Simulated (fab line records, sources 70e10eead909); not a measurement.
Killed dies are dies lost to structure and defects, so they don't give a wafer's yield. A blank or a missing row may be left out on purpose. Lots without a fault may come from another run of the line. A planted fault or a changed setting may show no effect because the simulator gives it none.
Which tool did it? | flow nand_harc | 12 lots, 36 wafers sampled, at 5 steps of a route of 1302

WHAT THE GAUGES READ, wafer by wafer
NHARC_END_SORT_01. Usual: killed_at_array 53, standard deviation 19; killed_at_other 0.7, standard deviation 1.1; killed_at_periphery 4.2, standard deviation 2.7; killed_dies 58, standard deviation 18; killed_open 3.1, standard deviation 1.9; killed_short 2.5, standard deviation 1.6.
lot  | measured     | on        | killed_at_array | killed_at_other | killed_at_periphery | killed_dies | killed_open | killed_short | flag
L199 | day 29 20:06 | prober-01 | 60 76 64        | 2 0 0           | 3 4 7               | 65 80 71    | 3 3 3       | 5 4 4        |
L198 | day 29 19:20 | prober-02 | 43 46 41        | 0 0 1           | 3 3 0               | 46 49 42    | 2 2 3       | 2 2 2        |

WHICH TOOL RAN EACH LOT (tool, then ch and the chambers of the sampled wafers, then the start)
lot  | NHARC_A_WL_FILL_RTA_01           | NHARC_A_WL_FILL_STRIP_27             | NHARC_A_WL_FILL_STRIP_29           | NHARC_A_CONTACT_DEP_24
L184 | rtp_anneal-01 ch 0, day 19 12:40 | plasma_asher-02 ch 0,1, day 19 14:19 | rie_diel-08 ch 2,3, day 19 22:44   | pecvd-01 ch 0,1,2, day 20 05:28
L187 | rtp_anneal-01 ch 0, day 20 22:28 | plasma_asher-02 ch 0,1, day 20 23:50 | rie_diel-12 ch 1,2, day 21 11:23   | pecvd-03 ch 0,1,2, day 21 17:54
L189 | rtp_anneal-02 ch 0, day 21 22:04 | plasma_asher-02 ch 0, day 21 23:29   | rie_diel-08 ch 0,1,3, day 22 09:31 | pecvd-01 ch 0,1,2, day 22 16:41
L188 | rtp_anneal-02 ch 0, day 21 22:13 | plasma_asher-01 ch 0,1, day 21 23:38 | rie_diel-12 ch 0,1,3, day 22 09:30 | pecvd-02 ch 0,1, day 22 16:32
L193 | rtp_anneal-01 ch 0, day 23 18:24 | plasma_asher-01 ch 0,1, day 23 19:48 | rie_diel-08 ch 0,1,2, day 24 06:37 | pecvd-02 ch 0,1,2, day 24 14:57
L199 | rtp_anneal-02 ch 0, day 26 00:45 | plasma_asher-02 ch 0, day 26 02:14   | rie_diel-10 ch 0,1,2, day 26 12:17 | pecvd-02 ch 0,2, day 26 18:45
L198 | rtp_anneal-02 ch 0, day 26 00:54 | plasma_asher-01 ch 0,1, day 26 02:31 | rie_diel-12 ch 0,1,3, day 26 12:16 | pecvd-01 ch 0,1, day 26 18:56
L197 | rtp_anneal-02 ch 0, day 26 04:38 | plasma_asher-01 ch 0,1, day 26 06:28 | rie_diel-10 ch 0,3, day 26 16:37   | pecvd-01 ch 0,1, day 26 23:11
L200 | rtp_anneal-02 ch 0, day 26 13:29 | plasma_asher-02 ch 0, day 26 14:53   | rie_diel-08 ch 0,3, day 27 01:38   | pecvd-02 ch 0,1,2, day 27 08:15
L201 | rtp_anneal-01 ch 0, day 26 13:39 | plasma_asher-01 ch 0,1, day 26 15:08 | rie_diel-10 ch 0,1,3, day 27 01:38 | pecvd-03 ch 0,1, day 27 08:01
L204 | rtp_anneal-02 ch 0, day 28 12:25 | plasma_asher-02 ch 1, day 28 13:49   | rie_diel-12 ch 1,3, day 29 05:00   | pecvd-03 ch 0,1,2, day 29 11:32
L207 | rtp_anneal-02 ch 0, day 29 19:42 | plasma_asher-02 ch 0,1, day 29 21:08 | rie_diel-08 ch 1,2,3, day 30 09:06 | pecvd-01 ch 0,1, day 30 15:42
- NHARC_A_WL_FILL_RTA_01: time 5 s.
- NHARC_A_WL_FILL_STRIP_27: strips in N2/H2, time 20 s.
- NHARC_A_WL_FILL_STRIP_29: strips in O2, time 20 s.
- NHARC_A_CONTACT_DEP_24: deposits SiO2, target thk 500 nm.

WHAT THE TOOLS THEMSELVES READ (means of the sampled wafers that have a number; where no wafer has one, the mark that the record gives instead)
NHARC_A_WL_FILL_RTA_01. Usual: lamp_power_pct 29.4 %, standard deviation 2.3; wafer_temp_C_max 1005.1, standard deviation 0.92.
lot  | tool          | lamp_power_pct (%) | wafer_temp_C_max | flag
L184 | rtp_anneal-01 | 26.4               | 1005.8           |
L187 | rtp_anneal-01 | 26.4               | 1005.5           |
L189 | rtp_anneal-02 | 31.2               | 1005.2           |
L188 | rtp_anneal-02 | 31.2               | 1005.1           |
L193 | rtp_anneal-01 | 26.4               | 1005.1           |
L199 | rtp_anneal-02 | 31.2               | 1006.1           |
L198 | rtp_anneal-02 | 31.2               | 1004.6           |
L197 | rtp_anneal-02 | 31.1               | 1005.6           |
L200 | rtp_anneal-02 | 31.1               | 1005.7           |
L201 | rtp_anneal-01 | 26.4               | 1005.1           |
L204 | rtp_anneal-02 | 31.2               | 1003.9           |
L207 | rtp_anneal-02 | 31.1               | 1005.3           |

NHARC_A_WL_FILL_STRIP_27. Usual: drypump_motor_current_A 5.5 A, standard deviation 0.34; heater_power_w 326 W, standard deviation 11.
lot  | tool            | drypump_motor_current_A (A) | heater_power_w (W) | flag
L184 | plasma_asher-02 | 5.8                         | 312                |
L187 | plasma_asher-02 | 5.8                         | 307                |
L189 | plasma_asher-02 | 5.2                         | 327                |
L188 | plasma_asher-01 | 5.4                         | 333                |
L193 | plasma_asher-01 | 5.4                         | 326                |
L199 | plasma_asher-02 | 5.3                         | 327                |
L198 | plasma_asher-01 | 5.4                         | 320                |
L197 | plasma_asher-01 | 5.4                         | 324                |
L200 | plasma_asher-02 | 5.3                         | 342                |
L201 | plasma_asher-01 | 5.4                         | 326                |
L204 | plasma_asher-02 | 6.1                         | 321                |
L207 | plasma_asher-02 | 5.8                         | 331                |

NHARC_A_WL_FILL_STRIP_29. Usual: chamber_pressure_mTorr 59.99 mTorr, standard deviation 0.055; drypump_motor_current_A 5.51 A, standard deviation 0.26; oes_product_au 1.003 a.u., standard deviation 0.012; rf_vpp_V 57.9 V, standard deviation 0.87; showerhead_plenum_p_Torr 3.54 Torr, standard deviation 0.16; throttle_valve_pct 17.038 %, standard deviation 0.0093.
lot  | tool        | chamber_pressure_mTorr (mTorr) | drypump_motor_current_A (A) | oes_product_au (a.u.) | rf_vpp_V (V) | showerhead_plenum_p_Torr (Torr) | throttle_valve_pct (%) | flag
L184 | rie_diel-08 | 60.01                          | 5.13                        | 1.005                 | 58.0         | 3.58                            | 17.045                 |
L187 | rie_diel-12 | 59.95                          | 5.70                        | 1.001                 | 57.7         | 3.42                            | 17.048                 |
L189 | rie_diel-08 | 60.00                          | 5.44                        | 1.015                 | 58.1         | 3.55                            | 17.031                 |
L188 | rie_diel-12 | 59.99                          | 5.64                        | 1.003                 | 57.3         | 3.50                            | 17.044                 |
L193 | rie_diel-08 | 59.99                          | 5.61                        | 1.011                 | 58.4         | 3.64                            | 17.048                 |
L199 | rie_diel-10 | 59.99                          | 5.42                        | 0.991                 | 57.8         | 3.68                            | 17.036                 |
L198 | rie_diel-12 | 60.01                          | 5.64                        | 1.001                 | 57.8         | 3.50                            | 17.039                 |
L197 | rie_diel-10 | 59.94                          | 5.65                        | 0.992                 | 57.9         | 3.60                            | 17.036                 |
L200 | rie_diel-08 | 60.01                          | 5.14                        | 1.016                 | 57.6         | 3.45                            | 17.033                 |
L201 | rie_diel-10 | 60.02                          | 5.61                        | 1.003                 | 57.5         | 3.61                            | 17.034                 |
L204 | rie_diel-12 | 59.94                          | 5.70                        | 0.988                 | 57.2         | 3.56                            | 17.036                 |
L207 | rie_diel-08 | 60.01                          | 5.41                        | 1.006                 | 58.2         | 3.67                            | 17.046                 |

NHARC_A_CONTACT_DEP_24. Usual: heater_power_w 548 W, standard deviation 84; mfc_precursor_sccm 161.5 sccm, standard deviation 0.52; rf_fwd_power_W 899.1 W, standard deviation 2.5; throttle_valve_pct 15.7 %, standard deviation 0.59.
lot  | tool     | heater_power_w (W) | mfc_precursor_sccm (sccm) | rf_fwd_power_W (W) | throttle_valve_pct (%) | flag
L184 | pecvd-01 | 520                | 161.3                     | 896.6              | 15.9                   |
L187 | pecvd-03 | 549                | 162.3                     | 900.3              | 15.6                   |
L189 | pecvd-01 | 524                | 160.5                     | 898.0              | 15.5                   |
L188 | pecvd-02 | 577                | 162.0                     | 898.2              | 15.8                   |
L193 | pecvd-02 | 558                | 161.4                     | 899.9              | 15.9                   |
L199 | pecvd-02 | 517                | 161.0                     | 899.6              | 15.6                   |
L198 | pecvd-01 | 447                | 161.4                     | 1007.9             | 15.4                   | OFF
L197 | pecvd-01 | 457                | 161.7                     | 1004.8             | 15.5                   | OFF
L200 | pecvd-02 | 565                | 161.6                     | 898.4              | 15.9                   |
L201 | pecvd-03 | 488                | 161.5                     | 899.1              | 16.3                   |
L204 | pecvd-03 | 520                | 161.1                     | 900.4              | 15.7                   |
L207 | pecvd-01 | 520                | 161.7                     | 900.6              | 15.4                   |

THE ANSWER, worked out from the rows above alone
Rule: a lot is off if the mean of its wafers that have a number lies more than 3 standard deviations from the usual mean. A lot without any number at a reading at which 4 lots or more have one is off too. The other lots that the step has rows for count as sound. The gauges are gone through in route order, then the tools' own readings, and for those a lot's mean is taken as printed above. The first step at which some lot is off is used, and at that step the reading that is off furthest; a lot without a number counts as furthest.
Off: L198, L197, at NHARC_A_CONTACT_DEP_24 (rf_fwd_power_W).
A tool fits if, at that step or a process step before it, it ran every lot that is off, and no sound lot after the first of them. None of those tried fits.

WHAT THE SIMULATOR HAD PUT IN
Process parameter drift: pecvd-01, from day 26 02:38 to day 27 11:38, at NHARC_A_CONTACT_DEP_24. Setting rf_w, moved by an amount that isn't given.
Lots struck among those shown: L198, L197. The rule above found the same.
